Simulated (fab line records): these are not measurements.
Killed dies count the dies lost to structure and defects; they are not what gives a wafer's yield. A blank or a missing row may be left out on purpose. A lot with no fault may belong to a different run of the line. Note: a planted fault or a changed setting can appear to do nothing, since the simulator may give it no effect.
fab line records	flow n5Finfet
[record] lots = 5	wafers = 14	lastDay = 16
route steps=1938 shown MOL_CONTACT_COAG@605 BEOL_M4@1111 PASSIVATION@1936
lots that met no fault: taken from a fault-free run of the same line
startH: hours from the record's opening day to when the first of the lot's shown wafers began	waitH: hours since the lot's step before	" the same as in the row above	L1.1+2: a row that stands for several wafers	- no value present, or no start provided	* or withheld: withheld	< > ~ a bound
route shown NAME@n: NAME is a module with steps in the file, n the number in the route of the first one	usual: the fault-free wafers' mean and standard deviation	same: alike in all rows	chamber/n: place in a boat	sites: each site's reading	_std_site: the values' standard deviation	_edge_site: the outer-site mean with the inner-site mean subtracted	radiusMm: how far each site lies from the wafer's centre	mask NAME#n: copy n	behind: tool/chamber where the wafer was last shaped	hold: why the lot went on hold/how many hours it stayed there/how the hold came to an end	device: transistor that didn't switch, given as n, p or np	end of line: the same wafers' tests at the end of the route	where a step has no rows: the recipe by itself	killed: dies that structure and defects cost at the first sort, which is not the same as the wafer's yield	map: dies across one wafer; x = killed, . = not, _ = none there
set.NAME: the setting the step ran with; set.NAME@STEP: the setting that earlier step ran with	model.NAME: the simulator's own value behind a step, which no gauge read
certain route steps with their lots: each step a table, each wafer a row
services: a tool's chamber out of use, with start hour (startH, from the record's first day; less than 0 if before it), hours out, and reason
[[steps]]
[step N5_MOL_CONTACT_COAG_DESCUM_45]
[recipe] chemistry = O2	timeS = 7	sourcePowerW = 50	biasPowerW = 20	pressureMtorr = 20	rfFrequencyHz = 2.712e+07	tempC = 40	resist = CAR-EUV	o2FlowSccm = 225
[usual] drypumpMotorCurrentA = 5.9/0.56	oesProductAu = 0.76/0.059	rfVppV = 243.1/1.3	showerheadPlenumPTorr = 2.08/0.061	throttleValvePct = 20.42/0.28
lot.wafer	tool	chamber	startH	waitH	drypumpMotorCurrentA	oesProductAu	rfHoursCounterH	rfVppV	showerheadPlenumPTorr	throttleValvePct
L358.3	rieDiel-05	2	128.28	0.5	6.2	0.72	183	243.5	2.08	20.74
L358.5	"	3	"	"	5.5	0.88	-	242.8	2.05	20.29
L358.6	"	2	"	"	6.2	0.72	-	242.7	2.08	20.74
L359.2	rieDiel-02	2	133.93	0.0	6.1	0.80	92	242.9	2.11	20.35
L359.4	"	0	"	"	5.7	0.81	129	243.8	2.10	20.47
L359.5	"	2	"	"	6.0	0.80	-	242.7	2.11	20.36
L361.3	rieDiel-06	2	157.42	1.5	4.9	0.69	204	244.0	2.15	20.81
L361.4	"	0	"	"	5.8	0.70	208	242.1	1.97	20.57
L364.1	rieDiel-02	2	164.68	0.4	6.1	0.78	105	244.1	2.10	20.38
L364.3	"	1	"	"	6.7	0.83	74	244.6	2.20	20.05
L364.6	"	0	"	"	5.7	0.79	-	242.9	2.09	20.49
L370.4	rieDiel-06	1	206.82	0.0	5.5	0.70	198	240.3	1.99	20.94
L370.5	"	0	"	"	5.8	0.70	-	241.4	1.96	20.60
L370.6	"	3	"	"	5.0	0.72	-	241.8	2.01	20.11
[step N5_MOL_CONTACT_COAG_ETCH_65]
[recipe] chemistry = N2/H2	target = underlayer	targetDepthA = 130	maskMaterial = CAR-EUV	timeS = 10.4	ionEnergyEv = 200	pressureMtorr = 30	sourceW = 840	biasW = 150	n2FlowSccm = 200	h2FlowSccm = 200	ends = cleared
[usual] drypumpMotorCurrentA = 5.9/0.56	etchRfOnTimeS = 10.5/0.31	oesProductAu = 0.65/0.049	rfVppV = 523.7/2.2	showerheadPlenumPTorr = 2.53/0.074	throttleValvePct = 17.8/0.32
lot.wafer	tool	chamber	startH	waitH	drypumpMotorCurrentA	etchRfOnTimeS	oesProductAu	rfHoursCounterH	rfVppV	showerheadPlenumPTorr	throttleValvePct
L358.3	rieDiel-05	2	128.32	0.0	6.3	10.7	0.61	183	522.7	2.54	18.3
L358.5	"	3	"	"	5.4	10.6	0.74	-	522.1	2.49	17.7
L358.6	"	2	"	"	6.3	10.7	0.62	-	522.0	2.54	18.3
L359.2	rieDiel-02	2	133.96	0.0	6.1	10.6	0.67	92	523.6	2.57	17.9
L359.4	"	0	"	"	5.7	10.1	0.68	129	524.0	2.54	17.7
L359.5	"	2	"	"	6.1	10.7	0.68	-	525.4	2.58	17.8
L361.3	rieDiel-06	2	157.46	0.0	4.9	11.1	0.57	204	525.9	2.63	18.3
L361.4	"	0	"	"	5.8	10.7	0.60	208	518.4	2.41	18.1
L364.1	rieDiel-02	2	164.71	0.0	6.1	10.7	0.66	105	524.5	2.57	17.9
L364.3	"	1	"	"	6.7	10.4	0.71	74	528.2	2.67	17.4
L364.6	"	0	"	"	5.7	10.1	0.68	-	523.9	2.53	17.8
L370.4	rieDiel-06	1	206.85	0.0	5.5	10.5	0.60	198	519.8	2.42	18.3
L370.5	"	0	"	"	5.8	10.7	0.58	-	519.8	2.40	18.2
L370.6	"	3	"	"	5.0	10.7	0.61	-	521.8	2.44	17.5
[step N5_MOL_CONTACT_COAG_ETCH_66]
[recipe] chemistry = CF4	target = SiARC	targetDepthA = 130	maskMaterial = CAR-EUV	timeS = 21.7	ionEnergyEv = 80	pressureMtorr = 40	sourceW = 545	biasW = 36	Ar_flow_sccm = 100	cf4FlowSccm = 100	ends = cleared
[step N5_MOL_CONTACT_COAG_ALD_133]
[recipe] material = SiO2	targetThkA = 50	tempC = 100	aldPrecursorFamily = BDEAS	aldCoReactant = O2-plasma	pulseTimeS = 1	coReactantPulseTimeS = 1	purgeTimeS = 2	coReactantPurgeTimeS = 2	aldCycles = 35	pressureTorr = 2
[step N5_MOL_CONTACT_COAG_ETCHBACK_134]
[recipe] chemistry = CHF3	target = SiO2	targetDepthA = 100	timeS = 6.7	ionEnergyEv = 200	pressureMtorr = 30	sourceW = 610	biasW = 170	Ar_flow_sccm = 200	CHF3_flow_sccm = 50
[usual] CHF3_flow_sccm = 50.00/0.16	drypumpMotorCurrentA = 5.7/0.59	oesProductAu = 0.74/0.05	rfVppV = 529/11	showerheadPlenumPTorr = 2.36/0.085	throttleValvePct = 18.8/0.31
lot.wafer	tool	chamber	startH	waitH	CHF3_flow_sccm	drypumpMotorCurrentA	oesProductAu	rfHoursCounterH	rfVppV	showerheadPlenumPTorr	throttleValvePct
L358.3	rieDiel-06	2	128.60	0.1	50.17	4.9	0.69	190	533	2.47	19.2
L358.5	"	3	"	"	49.96	5.0	0.74	-	525	2.29	18.3
L358.6	"	2	"	"	50.18	4.9	0.70	-	532	2.47	19.2
L359.2	rieDiel-02	3	134.24	0.1	49.82	5.7	0.73	186	521	2.38	18.9
L359.4	"	2	"	"	49.96	6.1	0.80	92	531	2.40	18.7
L359.5	"	2	"	"	49.82	6.1	0.79	-	532	2.40	18.7
L361.3	rieDiel-06	3	157.81	0.2	49.87	5.0	0.73	172	526	2.28	18.3
L361.4	"	2	"	"	50.08	4.9	0.67	204	534	2.46	19.2
L364.1	rieDiel-05	3	165.09	0.2	49.89	5.5	0.85	43	532	2.33	18.6
L364.3	"	1	"	"	49.94	6.7	0.77	107	535	2.42	18.4
L364.6	"	1	"	"	49.80	6.7	0.78	-	535	2.42	18.4
L370.4	rieDiel-02	0	207.14	0.0	49.82	5.7	0.77	157	544	2.37	18.8
L370.5	"	1	"	"	50.22	6.7	0.81	-	515	2.52	18.5
L370.6	"	0	"	"	49.84	5.7	0.78	-	543	2.37	18.8
[step N5_MOL_CONTACT_COAG_ETCH_67]
[recipe] chemistry = N2/H2	target = SOC	targetDepthA = 600	overetchA = 210	maskMaterial = SiARC	tempC = 40	timeS = 101.2	ionEnergyEv = 200	pressureMtorr = 30	sourceW = 840	biasW = 150	n2FlowSccm = 200	h2FlowSccm = 200
[step N5_MOL_CONTACT_COAG_STRIP_68]
[recipe] chemistry = N2/H2	tempC = 40	n2FlowSccm = 200	h2FlowSccm = 200	rfFrequencyHz = 6e+07
[step N5_MOL_CONTACT_COAG_STRIP_69]
[recipe] chemistry = N2/H2	tempC = 40	n2FlowSccm = 200	h2FlowSccm = 200	rfFrequencyHz = 6e+07
[step N5_MOL_CONTACT_COAG_ETCHBACK_136]
[recipe] chemistry = CHF3	target = SiO2	targetDepthA = 250	timeS = 16.7	ionEnergyEv = 200	pressureMtorr = 30	sourceW = 610	biasW = 170	Ar_flow_sccm = 200	CHF3_flow_sccm = 50
[step N5_MOL_CONTACT_COAG_STRIP_120]
[recipe] chemistry = CHF3	resist = SiARC	rfFrequencyHz = 6e+07
[step N5_MOL_CONTACT_COAG_VIA_ETCH_117]
[recipe] chemistry = C4F6/O2	targetDepthA = 400	overetchA = 80	maskMaterial = SOC	target = SiO2	biasW = 455	pressureMtorr = 10	timeS = 26	sourceW = 325	Ar_flow_sccm = 300	C4F6_flow_sccm = 10	O2_flow_sccm = 10	ionEnergyEv = 575.3	ends = endPoint
[usual] drypumpMotorCurrentA = 5.7/0.59	oesProductAu = 0.67/0.04	rfVppV = 1600/30	showerheadPlenumPTorr = 2.82/0.1	throttleValvePct = 41.3/0.65
lot.wafer	tool	chamber	startH	waitH	drypumpMotorCurrentA	oesProductAu	rfHoursCounterH	rfVppV	showerheadPlenumPTorr	throttleValvePct
L358.3	rieDiel-06	2	128.75	0.0	4.9	0.64	190	1616	2.95	41.9
L358.5	"	3	"	"	5.0	0.66	-	1593	2.73	40.2
L358.6	"	2	"	"	4.9	0.64	-	1615	2.95	42.0
L359.2	rieDiel-02	3	134.40	0.0	5.7	0.65	186	1577	2.84	41.9
L359.4	"	2	"	"	6.1	0.72	92	1606	2.86	41.0
L359.5	"	2	"	"	6.1	0.72	-	1605	2.86	41.0
L361.3	rieDiel-06	3	157.96	0.0	5.0	0.67	172	1592	2.73	40.2
L361.4	"	2	"	"	4.9	0.63	204	1616	2.94	42.0
L364.1	rieDiel-05	3	165.25	0.0	5.5	0.78	43	1610	2.79	41.4
L364.3	"	1	"	"	6.7	0.71	107	1616	2.88	40.9
L364.6	"	1	"	"	6.7	0.71	-	1617	2.88	40.9
L370.4	rieDiel-02	0	207.29	0.0	5.7	0.69	157	1641	2.84	41.1
L370.5	"	1	"	"	6.7	0.72	-	1562	3.00	40.7
L370.6	"	0	"	"	5.7	0.68	-	1641	2.84	41.1
[step N5_MOL_CONTACT_COAG_ETCH_124]
[recipe] chemistry = CH3F/O2	target = SiNx	targetDepthA = 65	maskMaterial = SOC	stopOn = SiOC	overEtchFrac = 0.3	ionEnergyEv = 120	pressureMtorr = 30	sourceW = 395	biasW = 73	Ar_flow_sccm = 150	CH3F_flow_sccm = 30	O2_flow_sccm = 20	ends = endPoint
[usual] drypumpMotorCurrentA = 5.7/0.59	oesProductAu = 0.64/0.04	rfVppV = 300/6	showerheadPlenumPTorr = 1.98/0.073	throttleValvePct = 16.43/0.3
[same] overEtchFrac = 0.3
lot.wafer	tool	chamber	startH	waitH	drypumpMotorCurrentA	oesProductAu	rfHoursCounterH	rfVppV	showerheadPlenumPTorr	throttleValvePct
L358.3	rieDiel-06	2	128.78	0.0	4.9	0.60	190	301	2.08	16.76
L358.5	"	3	"	"	5.0	0.63	-	298	1.92	15.97
L358.6	"	2	"	"	4.9	0.60	-	302	2.08	16.77
L359.2	rieDiel-02	3	134.43	0.0	5.7	0.62	186	297	2.00	16.55
L359.4	"	2	"	"	6.1	0.68	92	301	2.01	16.25
L359.5	"	2	"	"	6.1	0.68	-	300	2.01	16.24
L361.3	rieDiel-06	3	157.99	0.0	5.0	0.63	172	298	1.92	16.00
L361.4	"	2	"	"	4.9	0.59	204	301	2.07	16.78
L364.1	rieDiel-05	3	165.28	0.0	5.4	0.74	43	302	1.96	16.18
L364.3	"	1	"	"	6.6	0.67	107	305	2.03	16.05
L364.6	"	1	"	"	6.6	0.67	-	302	2.03	16.04
L370.4	rieDiel-02	0	207.32	0.0	5.7	0.65	157	308	2.00	16.41
L370.5	"	1	"	"	6.7	0.69	-	292	2.12	16.10
L370.6	"	0	"	"	5.7	0.65	-	307	2.00	16.43
[step N5_MOL_CONTACT_COAG_ETCH_48]
[recipe] chemistry = C4F6/O2	targetDepthA = 150	overetchA = 45	maskMaterial = SOC	target = SiOC	biasW = 465	pressureMtorr = 10	timeS = 17	sourceW = 335	Ar_flow_sccm = 300	C4F6_flow_sccm = 10	O2_flow_sccm = 10	ionEnergyEv = 576
[usual] drypumpMotorCurrentA = 5.7/0.59	oesProductAu = 0.64/0.043	rfVppV = 1602/30	showerheadPlenumPTorr = 2.82/0.1	throttleValvePct = 40.8/0.62
lot.wafer	tool	chamber	startH	waitH	drypumpMotorCurrentA	oesProductAu	rfHoursCounterH	rfVppV	showerheadPlenumPTorr	throttleValvePct	model.SOC_of_MOL_CONTACT_COAG_COAT_62.thkNm
L358.3	rieDiel-06	2	128.82	0.0	4.9	0.65	190	1619	2.95	41.5	46
L358.5	"	3	"	"	5.0	0.65	-	1596	2.73	39.8	45.4
L358.6	"	2	"	"	4.9	0.65	-	1618	2.95	41.5	45.8
L359.2	rieDiel-02	3	134.47	0.0	5.7	0.61	186	1580	2.84	41.4	45.4
L359.4	"	2	"	"	6.1	0.71	92	1607	2.86	40.5	45.8
L359.5	"	2	"	"	6.1	0.67	-	1607	2.86	40.5	45.6
L361.3	rieDiel-06	3	158.03	0.0	5.0	0.61	172	1595	2.73	39.8	46.2
L361.4	"	2	"	"	4.9	0.61	204	1618	2.94	41.5	46.4
L364.1	rieDiel-05	3	165.32	0.0	5.5	0.70	43	1611	2.79	41.0	45.8
L364.3	"	1	"	"	6.7	0.67	107	1620	2.88	40.4	45.8
L364.6	"	1	"	"	6.7	0.64	-	1617	2.88	40.4	45.8
L370.4	rieDiel-02	0	207.36	0.0	5.7	0.63	157	1643	2.84	40.7	45.8
L370.5	"	1	"	"	6.7	0.73	-	1564	3.00	40.2	46
L370.6	"	0	"	"	5.7	0.63	-	1643	2.84	40.7	45.8
[step N5_MOL_CONTACT_COAG_STRIP_72]
[recipe] chemistry = N2/H2	powerW = 450	tempC = 40	pressureMtorr = 20	rfFrequencyHz = 6e+07	overashFraction = 3	biasPowerW = 7	h2Frac = 0.5	n2FlowSccm = 200	h2FlowSccm = 200
[step N5_BEOL_M4_RC_MEAS_101]
[usual] DIBL_N = 36.3/2	DIBL_P = 36.3/2.4	IOFF_N = 0.16/0.034	IOFF_P = 0.21/0.035	ION_N = 672/12	ION_P = 459/6.5	SS_N = 71.6/0.67	SS_P = 73.3/0.71	VT_N = 250/3.5	VT_P = -251/3
lot.wafer	tool	chamber	startH	waitH	DIBL_N[mV/V]	DIBL_P[mV/V]	IOFF_N[nA/um]	IOFF_P[nA/um]	ION_N[uA/um]	ION_P[uA/um]	SS_N[mV/dec]	SS_P[mV/dec]	VT_N[mV]	VT_P[mV]
L358.3	prober-02	0	197.49	0.3	34.1	32.5	0.12	0.14	653	445	71.0	73.4	254	-256
L358.5	"	0	"	"	35.1	33.9	0.13	0.16	660	450	70.7	73.1	254	-256
L358.6	"	0	"	"	36.3	35.6	0.15	0.18	668	451	72.3	73.4	251	-254
L359.2	prober-01	0	200.65	0.2	33.3	34.2	0.12	0.17	661	459	70.4	72.8	255	-254
L359.4	"	0	"	"	36.5	36.6	0.17	0.21	681	462	71.0	73.9	248	-250
L359.5	"	0	"	"	32.1	32.3	0.10	0.15	662	454	70.0	72.3	256	-254
L361.3	prober-02	0	254.00	0.3	35.8	35.0	0.13	0.22	651	452	71.9	73.3	253	-246
L361.4	"	0	"	"	36.7	36.4	0.16	0.24	664	466	71.2	73.9	252	-246
L364.1	prober-01	0	255.59	0.0	36.2	38.1	0.17	0.23	669	455	72.1	73.3	249	-248
L364.3	"	0	"	"	37.3	39.0	0.19	0.25	680	465	72.2	73.6	248	-249
L364.6	"	0	"	"	34.6	35.8	0.13	0.19	659	456	71.1	71.8	254	-253
L370.4	prober-02	0	293.75	0.5	39.2	39.7	0.19	0.25	688	469	72.0	74.3	246	-248
L370.5	"	0	"	"	39.5	39.5	0.21	0.25	688	467	72.1	73.6	247	-248
L370.6	"	0	"	"	38.6	39.2	0.18	0.24	676	461	71.6	73.6	247	-246
[step N5_PASSIVATION_PROBE_49]
[usual] defectLimitedYield = 91.4/1.5	killed_at_M0_to_M3 = 33/11	killed_at_M4_up = 14/5.3	killedAtContacts = 13/6.2	killedAtFrontEnd = 39/13	killedAtOther = 3.1/2.8	killedDies = 102/17	killedOpen = 68/13	killedShort = 32/7.8	sort_bin_5_function = 5.1/0.95	sort_bin_6_memory = 3.2/0.7	sort_bin_8_speed = 0.02/0.16	sortNPass = 1078/18	sortYieldPct = 91.3/1.5
[same] grossDies = 1180	killedAtBackSide = 0	sort_bin_4_leakage[%] = 0
lot.wafer	tool	chamber	startH	waitH	defectLimitedYield[%]	killed_at_M0_to_M3	killed_at_M4_up	killedAtContacts	killedAtFrontEnd	killedAtOther	killedDies	killedOpen	killedShort	sort_bin_5_function[%]	sort_bin_6_memory[%]	sort_bin_8_speed[%]	sortNPass	sortYieldPct[%]
L361.3	prober-02	-	357.97	0.1	88.9	56	15	27	31	2	131	88	36	6.7	4.2	0	1049	88.9
L361.4	prober-02	-	358.02	0.2	90.4	39	7	14	50	3	113	83	30	5.5	3.9	0	1067	90.4
L364.1	prober-02	-	359.14	0.0	91.4	16	18	19	46	2	101	69	32	5.0	3.2	0	1079	91.4
L364.3	prober-02	-	359.24	0.1	90.0	24	17	14	58	5	118	68	46	5.6	3.8	0	1062	90.0
L364.6	prober-02	-	359.39	0.3	92.1	21	19	16	29	8	93	55	30	4.2	3.0	0	1087	92.1
// killed by level:class
L361.3 MOL_CONTACT_COAG:geometricParticle:open=19 BEOL_M1:geometricParticle:open=14 BEOL_M0_SAQP:geometricParticle:short=13 BEOL_M0_SAQP:geometricParticle:open=13 STI_FIN_REVEAL:geometricParticle:open=9 BEOL_M4:geometricParticle:open=8 FIN_SAQP:geometricParticle:short=5 BEOL_M1:geometricParticle:short=5
L361.4 STI_FIN_REVEAL:geometricParticle:open=20 MOL_CONTACT_COAG:geometricParticle:open=12 BEOL_M0_SAQP:geometricParticle:open=10 BEOL_M0_SAQP:geometricParticle:short=9 BEOL_M1:geometricParticle:open=7 FIN_SAQP:geometricParticle:open=6 FIN_SAQP:geometricParticle:short=5 DUMMY_GATE:geometricParticle:open=5
L364.1 STI_FIN_REVEAL:geometricParticle:open=12 MOL_CONTACT_COAG:geometricParticle:open=11 FIN_SAQP:geometricParticle:open=8 BEOL_M4:geometricParticle:open=8 MOL_CONTACT_COAG:geometricParticle:short=8 FIN_SAQP:geometricParticle:short=4 GATE_CUT:geometricParticle:open=4 BEOL_M1:geometricParticle:open=4
L364.3 FIN_SAQP:geometricParticle:short=20 MOL_CONTACT_COAG:geometricParticle:open=12 STI_FIN_REVEAL:geometricParticle:open=9 FIN_SAQP:geometricParticle:open=7 BEOL_M3:geometricParticle:open=6 BEOL_M2:geometricParticle:open=5 BEOL_M4:geometricParticle:open=5 DUMMY_GATE:geometricParticle:open=4
L364.6 MOL_CONTACT_COAG:geometricParticle:open=11 BEOL_M4:geometricParticle:open=9 HKMG_FIN:areaEtch=6 MIM_TOP_ETCH:geometricParticle:short=5 MOL_CONTACT_COAG:geometricParticle:short=5 BEOL_M2:geometricParticle:open=5 BEOL_M0_SAQP:geometricParticle:short=4 BEOL_M3:geometricParticle:open=4
[[services]]
tool	chamber	startH	hours	kind
rieDiel-06	2	122.85	3.9	repair
rieDiel-06	0	138.95	18.3	repair
rieDiel-05	-	146.10	14.6	pm
rieDiel-05	0	161.45	14.5	repair
rieDiel-05	2	176.47	4.3	repair
[[key]]
firstSign none at tools or gauges
[modelEffect] step = N5_MOL_CONTACT_COAG_ETCH_48	value = SOC_of_MOL_CONTACT_COAG_COAT_62.thkNm	without = 45.6	struck = 46.2
metAt N5_MOL_CONTACT_COAG_ETCH_48
struckWafers L361.3
onsetBetween 128.82 158.03
[fault] kind = processParameterDrift	tool = rieDiel-06	chamber = -	onsetH = 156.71	steps = N5_MOL_CONTACT_COAG_ETCH_48	channel = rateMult	offset = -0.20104	shape = step	endH = 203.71	scope = struckWafersOnly
